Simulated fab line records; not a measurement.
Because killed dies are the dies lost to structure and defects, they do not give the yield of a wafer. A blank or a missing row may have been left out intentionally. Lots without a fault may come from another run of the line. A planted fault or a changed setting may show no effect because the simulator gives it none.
Chamber matching / flow nand_harc / NHARC_A_BLC_STRIP_21 on rie_diel-10 has 4 sister chambers
The step strips in O2. 4 wafers are shown with their chamber, then 10 later ones without.

## WAFERS, EACH WITH ITS CHAMBER
wafer=L084.5; chamber=1; drypump_motor_current_A (A)=5.2
wafer=L088.5; chamber=3; drypump_motor_current_A (A)=5.6
wafer=L086.2; chamber=2; drypump_motor_current_A (A)=6.6
wafer=L086.3; chamber=0; drypump_motor_current_A (A)=5.7

## WAFERS WITH NO CHAMBER GIVEN
wafer=L086.5; drypump_motor_current_A (A)=5.2
wafer=L087.3; drypump_motor_current_A (A)=6.6
wafer=L087.4; drypump_motor_current_A (A)=5.2
wafer=L087.5; drypump_motor_current_A (A)=5.7
wafer=L092.1; drypump_motor_current_A (A)=6.6
wafer=L092.5; drypump_motor_current_A (A)=5.6
wafer=L092.6; drypump_motor_current_A (A)=6.5
wafer=L096.1; drypump_motor_current_A (A)=5.2
wafer=L096.2; drypump_motor_current_A (A)=5.7
wafer=L096.3; drypump_motor_current_A (A)=6.5

## WHICH CHAMBER EACH WENT THROUGH
wafer=L086.5; from the rows above=1; in truth=1
wafer=L087.3; from the rows above=2; in truth=2
wafer=L087.4; from the rows above=1; in truth=1
wafer=L087.5; from the rows above=0; in truth=0
wafer=L092.1; from the rows above=2; in truth=2
wafer=L092.5; from the rows above=3; in truth=3
wafer=L092.6; from the rows above=2; in truth=2
wafer=L096.1; from the rows above=1; in truth=1
wafer=L096.2; from the rows above=0; in truth=0
wafer=L096.3; from the rows above=2; in truth=2
10 of 10 placed correctly. Number that these rows cannot place: 0. Placed wrongly: 0.
How it was worked out, from the rows above alone: a wafer's distance from a chamber is the root of the sum, over the readings, of the square of ((its reading less the chamber's mean) divided by the reading's scatter). If the next closest chamber is less than 2 further off than the closest, the wafer can't be placed; otherwise it belongs to the closest. Each chamber's mean is taken over the wafers shown for it. The scatter: with one shown wafer a chamber, the root of the mean of the squares of how far each hidden wafer lies from its nearest shown one.
